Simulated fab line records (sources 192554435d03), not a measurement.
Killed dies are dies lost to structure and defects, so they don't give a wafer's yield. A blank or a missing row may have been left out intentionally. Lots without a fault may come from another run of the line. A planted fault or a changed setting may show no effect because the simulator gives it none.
Chamber matching :: flow n5Finfet :: uvCure-01 running N5_BEOL_M10_CURE_72: 3 sister chambers
The step cures SiCOH lowk, time 120 s. 24 wafers are shown with their chamber, then 12 later ones without.

== WAFERS, EACH WITH ITS CHAMBER ==
wafer: L074.1
chamber: 1
wafer_temp_C_max: 371.9
lampPowerPct (%): 52.26

wafer: L074.2
chamber: 1
wafer_temp_C_max: 371.7
lampPowerPct (%): 52.37

wafer: L074.6
chamber: 1
wafer_temp_C_max: 371.2
lampPowerPct (%): 52.37

wafer: L075.1
chamber: 1
wafer_temp_C_max: 372.2
lampPowerPct (%): 52.26

wafer: L075.4
chamber: 1
wafer_temp_C_max: 372.1
lampPowerPct (%): 52.29

wafer: L075.5
chamber: 1
wafer_temp_C_max: 372.6
lampPowerPct (%): 52.35

wafer: L077.2
chamber: 1
wafer_temp_C_max: 372.0
lampPowerPct (%): 52.36

wafer: L077.5
chamber: 1
wafer_temp_C_max: 372.1
lampPowerPct (%): 52.37

wafer: L077.6
chamber: 1
wafer_temp_C_max: 371.8
lampPowerPct (%): 52.47

wafer: L079.2
chamber: 1
wafer_temp_C_max: 371.8
lampPowerPct (%): 52.29

wafer: L079.4
chamber: 1
wafer_temp_C_max: 372.0
lampPowerPct (%): 52.41

wafer: L079.5
chamber: 1
wafer_temp_C_max: 372.3
lampPowerPct (%): 52.31

wafer: L084.2
chamber: 1
wafer_temp_C_max: 372.4
lampPowerPct (%): 52.25

wafer: L084.3
chamber: 1
wafer_temp_C_max: 372.1
lampPowerPct (%): 52.32

wafer: L084.6
chamber: 1
wafer_temp_C_max: 371.7
lampPowerPct (%): 52.37

wafer: L081.1
chamber: 1
wafer_temp_C_max: 371.4
lampPowerPct (%): 52.25

wafer: L081.3
chamber: 1
wafer_temp_C_max: 373.1
lampPowerPct (%): 52.31

wafer: L081.5
chamber: 1
wafer_temp_C_max: 371.3
lampPowerPct (%): 52.24

wafer: L087.1
chamber: 2
wafer_temp_C_max: 373.1
lampPowerPct (%): 52.26

wafer: L087.3
chamber: 2
wafer_temp_C_max: 372.6
lampPowerPct (%): 52.28

wafer: L087.5
chamber: 2
wafer_temp_C_max: 372.1
lampPowerPct (%): 52.29

wafer: L090.3
chamber: 0
wafer_temp_C_max: 371.0
lampPowerPct (%): 52.24

wafer: L090.5
chamber: 0
wafer_temp_C_max: 371.0
lampPowerPct (%): 52.28

wafer: L090.6
chamber: 0
wafer_temp_C_max: 371.1
lampPowerPct (%): 52.32

SIGNATURES (means of the wafers above)
reading: wafer_temp_C_max
chamber 0: 371.033
chamber 1: 371.983
chamber 2: 372.600
scatter within a chamber: 0.445

reading: lampPowerPct
chamber 0: 52.2800
chamber 1: 52.3250
chamber 2: 52.2767
scatter within a chamber: 0.0584
Rule: a wafer's distance from a chamber is the root of the sum, over the readings, of the square of ((its reading less the chamber's mean) divided by the reading's scatter). The wafer belongs to the nearest chamber; if the next one is less than 2 further off, it can't be placed. The scatter is the square root of a quotient: the sum, over the shown wafers, of each reading's squared deviation from its chamber's mean, divided by wafers minus chambers.

== WAFERS WHOSE CHAMBER IS MISSING ==
wafer: L088.2
wafer_temp_C_max: 372.6
lampPowerPct (%): 52.25

wafer: L088.3
wafer_temp_C_max: 372.4
lampPowerPct (%): 52.38

wafer: L088.5
wafer_temp_C_max: 371.9
lampPowerPct (%): 52.36

wafer: L091.2
wafer_temp_C_max: 372.4
lampPowerPct (%): 52.38

wafer: L091.4
wafer_temp_C_max: 371.9
lampPowerPct (%): 52.38

wafer: L091.5
wafer_temp_C_max: 372.7
lampPowerPct (%): 52.38

wafer: L095.3
wafer_temp_C_max: 372.0
lampPowerPct (%): 52.25

wafer: L095.4
wafer_temp_C_max: 371.9
lampPowerPct (%): 52.32

wafer: L095.5
wafer_temp_C_max: 371.2
lampPowerPct (%): 52.32

wafer: L096.3
wafer_temp_C_max: 371.5
lampPowerPct (%): 52.34

wafer: L096.4
wafer_temp_C_max: 372.0
lampPowerPct (%): 52.41

wafer: L096.5
wafer_temp_C_max: 371.7
lampPowerPct (%): 52.23

== WHICH CHAMBER EACH WENT THROUGH ==
wafer: L088.2
from the rows above: can't be placed: 2 or 1
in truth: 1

wafer: L088.3
from the rows above: can't be placed: 1 or 2
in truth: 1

wafer: L088.5
from the rows above: can't be placed: 1 or 2 or 0
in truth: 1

wafer: L091.2
from the rows above: can't be placed: 1 or 2
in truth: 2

wafer: L091.4
from the rows above: can't be placed: 1 or 2 or 0
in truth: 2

wafer: L091.5
from the rows above: can't be placed: 2 or 1
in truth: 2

wafer: L095.3
from the rows above: can't be placed: 1 or 2 or 0
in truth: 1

wafer: L095.4
from the rows above: can't be placed: 1 or 2 or 0
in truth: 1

wafer: L095.5
from the rows above: can't be placed: 0 or 1
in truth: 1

wafer: L096.3
from the rows above: can't be placed: 1 or 0 or 2
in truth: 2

wafer: L096.4
from the rows above: can't be placed: 1 or 2 or 0
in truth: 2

wafer: L096.5
from the rows above: can't be placed: 0 or 1 or 2
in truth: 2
Placed correctly: 0 of 12. These rows do not allow placing 12 (true chamber among the candidates in 12). Wrongly placed: 0.
